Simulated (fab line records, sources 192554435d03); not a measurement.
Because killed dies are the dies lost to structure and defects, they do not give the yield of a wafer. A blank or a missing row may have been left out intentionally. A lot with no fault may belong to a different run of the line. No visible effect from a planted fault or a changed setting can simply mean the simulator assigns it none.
Which tool did it? + flow n5Finfet + Sampling: 15 lots, 44 wafers, 4 of 1938 route steps

== WHAT EACH GAUGE READ, for each wafer ==
N5_MIM_TOP_LITHO_OVL_MEAS_11.
| lot  | measured     | on         | MIM_TOP_OVL (nm) |
|------|--------------|------------|------------------|
| L725 | day 12 03:56 | overlay-01 | -5 4 3           |
| L724 | day 12 08:09 | overlay-01 | 0 0 -4           |
| L729 | day 12 21:02 | overlay-01 | -4 -5 0          |
| L726 | day 13 00:40 | overlay-01 | -1 -2 -4         |
| L730 | day 13 07:15 | overlay-02 | 3 1 5            |
| L731 | day 13 09:20 | overlay-02 | 2 1 0            |
| L732 | day 13 10:53 | overlay-01 | 3 4 0            |
| L739 | day 15 10:49 | overlay-01 | 0 -3 -10         |
| L740 | day 15 20:58 | overlay-01 | -2 6 -2          |
| L741 | day 15 21:13 | overlay-02 | -2 12 5          |
| L742 | day 16 12:20 | overlay-02 | -11 -7 -11       |
| L745 | day 16 23:25 | overlay-02 | 2 8 15           |
| L744 | day 17 00:08 | overlay-02 | -5 -1 3          |
| L746 | day 17 00:38 | overlay-01 | -1 -1            |
| L747 | day 17 08:18 | overlay-01 | 1 8 7            |

N5_MIM_BOT_LITHO_CD_MEAS_08: the cd target is 3000 nm.
| lot  | measured     | on       | cdNm (nm)            |
|------|--------------|----------|----------------------|
| L725 | day 12 04:48 | cdSem-01 | 2997.0 2994.3 2996.3 |
| L724 | day 12 09:08 | cdSem-03 | 3001.3 2999.7 2998.2 |
| L729 | day 12 21:46 | cdSem-01 | 2998.9 3001.2 2999.4 |
| L726 | day 13 01:29 | cdSem-02 | 2998.7 2998.2 2995.8 |
| L730 | day 13 08:05 | cdSem-03 | - - -                |
| L731 | day 13 10:05 | cdSem-03 | - - -                |
| L732 | day 13 11:46 | cdSem-02 | - - -                |
| L739 | day 15 11:32 | cdSem-02 | 3000.0 2999.8 3000.8 |
| L740 | day 15 21:41 | cdSem-03 | 3000.0 2997.2 2999.8 |
| L741 | day 15 21:56 | cdSem-03 | 2998.9 2998.4 2998.9 |
| L742 | day 16 13:03 | cdSem-01 | 2998.1 2999.7 2998.4 |
| L745 | day 17 00:10 | cdSem-01 | 2996.9 3001.7 2998.7 |
| L744 | day 17 01:00 | cdSem-01 | 2997.8 2997.6 2996.5 |
| L746 | day 17 02:00 | cdSem-01 | 3000.5 2999.8        |
| L747 | day 17 09:09 | cdSem-01 | 3001.3 2999.9 3000.4 |

== WHAT TOOL EACH LOT RAN ON (gives the tool, then ch and the chambers of the sampled wafers, and finally the start) ==
| lot  | N5_MIM_TOP_ALD_02                          | N5_MIM_BOT_LITHO_PEB_06          |
|------|--------------------------------------------|----------------------------------|
| L725 | aldHk-02 ch 2,3, day 12 03:56 or earlier   | lithoTrack-02 ch 0, day 12 04:41 |
| L724 | aldHk-01 ch 0,2,3, day 12 08:09 or earlier | lithoTrack-03 ch 0, day 12 09:01 |
| L729 | aldHk-03 ch 0,1,2, day 12 21:02 or earlier | lithoTrack-03 ch 0, day 12 21:38 |
| L726 | aldHk-02 ch 0,2,3, day 13 00:40 or earlier | lithoTrack-02 ch 0, day 13 01:22 |
| L730 | aldHk-02 ch 2,3, day 13 07:15 or earlier   | lithoTrack-01, day 13 07:58      |
| L731 | aldHk-01 ch 0,1,3, day 13 09:20 or earlier | lithoTrack-02, day 13 09:58      |
| L732 | aldHk-01 ch 1,2,3, day 13 10:53 or earlier | lithoTrack-01, day 13 11:38      |
| L739 | aldHk-01 ch 0,3, day 15 10:49 or earlier   | lithoTrack-02 ch 0, day 15 11:25 |
| L740 | aldHk-01 ch 0,1, day 15 20:58 or earlier   | lithoTrack-01 ch 0, day 15 21:33 |
| L741 | aldHk-02 ch 0,1,2, day 15 21:13 or earlier | lithoTrack-01 ch 0, day 15 21:49 |
| L742 | aldHk-01 ch 2,3, day 16 12:20 or earlier   | lithoTrack-01 ch 0, day 16 12:56 |
| L745 | aldHk-01 ch 0,3, day 16 23:25 or earlier   | lithoTrack-02 ch 0, day 17 00:03 |
| L744 | aldHk-01 ch 1,2, day 17 00:08 or earlier   | lithoTrack-03 ch 0, day 17 00:53 |
| L746 | aldHk-03 ch 0,1, day 17 00:38 or earlier   | lithoTrack-01 ch 0, day 17 01:53 |
| L747 | aldHk-01 ch 0,3, day 17 08:18 or earlier   | lithoTrack-01 ch 0, day 17 09:02 |
- N5_MIM_TOP_ALD_02: deposits Al2O3, purge time 3 s, co reactant pulse time 3 s.
- N5_MIM_BOT_LITHO_PEB_06

== AS READ BY THE TOOLS THEMSELVES (means over the sampled wafers that have a number; for cases with no such wafer, the mark the record gives instead) ==
N5_MIM_TOP_ALD_02.
| lot  | tool     | precursorPulseHeightRel |
|------|----------|-------------------------|
| L725 | aldHk-02 | 1.014                   |
| L724 | aldHk-01 | 0.981                   |
| L729 | aldHk-03 | 1.003                   |
| L726 | aldHk-02 | 0.980                   |
| L730 | aldHk-02 | 0.992                   |
| L731 | aldHk-01 | 1.012                   |
| L732 | aldHk-01 | 1.002                   |
| L739 | aldHk-01 | 0.990                   |
| L740 | aldHk-01 | 0.994                   |
| L741 | aldHk-02 | 0.990                   |
| L742 | aldHk-01 | 0.997                   |
| L745 | aldHk-01 | 1.018                   |
| L744 | aldHk-01 | 1.024                   |
| L746 | aldHk-03 | 0.997                   |
| L747 | aldHk-01 | 0.991                   |

N5_MIM_BOT_LITHO_PEB_06.
| lot  | tool          | exhaustPa (Pa) |
|------|---------------|----------------|
| L725 | lithoTrack-02 | 45.3           |
| L724 | lithoTrack-03 | 44.6           |
| L729 | lithoTrack-03 | 44.9           |
| L726 | lithoTrack-02 | 44.7           |
| L730 | lithoTrack-01 | -              |
| L731 | lithoTrack-02 | -              |
| L732 | lithoTrack-01 | -              |
| L739 | lithoTrack-02 | 44.0           |
| L740 | lithoTrack-01 | 44.5           |
| L741 | lithoTrack-01 | 45.4           |
| L742 | lithoTrack-01 | 44.7           |
| L745 | lithoTrack-02 | 44.6           |
| L744 | lithoTrack-03 | 45.6           |
| L746 | lithoTrack-01 | 44.6           |
| L747 | lithoTrack-01 | 45.7           |

== THE ANSWER, worked out from the rows above alone ==
Rule: what is usual is taken from the lots themselves. Put in order of their means at a reading, lots are off if they are a third of the lots or fewer, leave a main group of 4 or more, and stand apart from it by a gap of 3 or more times the standard deviation of the main group's means; of several such gaps the widest counts. Not used: any main group whose means are identical at the precision the tables above print for the reading. Also off: a lot with no number at a reading for which 4 or more lots have one. The other lots that the step has rows for count as sound. First the gauges in route order, then the tools' own readings, where a lot's mean is used as printed above. At the first step where some lot is off, the reading lying furthest off is the one used; lots without a number count as furthest.
Off, at N5_MIM_BOT_LITHO_CD_MEAS_08 on cdNm: L730, L731, L732. Without a number there: L730, L731, L732. For the main group the mean is 2998.9 nm and the standard deviation 1.3.
A tool fits if, at a process step before that reading, it ran every lot that is off, and no sound lot after the first of them. The gauges at N5_MIM_BOT_LITHO_CD_MEAS_08 aren't tried: what is off there is off at N5_MIM_BOT_LITHO_PEB_06 too, on other tools, and a gauge's error can't cause that. N5_MIM_TOP_ALD_02 gives no start for some lots, so the hours and the order of its lots are those of N5_MIM_TOP_LITHO_OVL_MEAS_11. Of those tried, none fits.

== WHAT THE SIMULATOR HAD PUT IN ==
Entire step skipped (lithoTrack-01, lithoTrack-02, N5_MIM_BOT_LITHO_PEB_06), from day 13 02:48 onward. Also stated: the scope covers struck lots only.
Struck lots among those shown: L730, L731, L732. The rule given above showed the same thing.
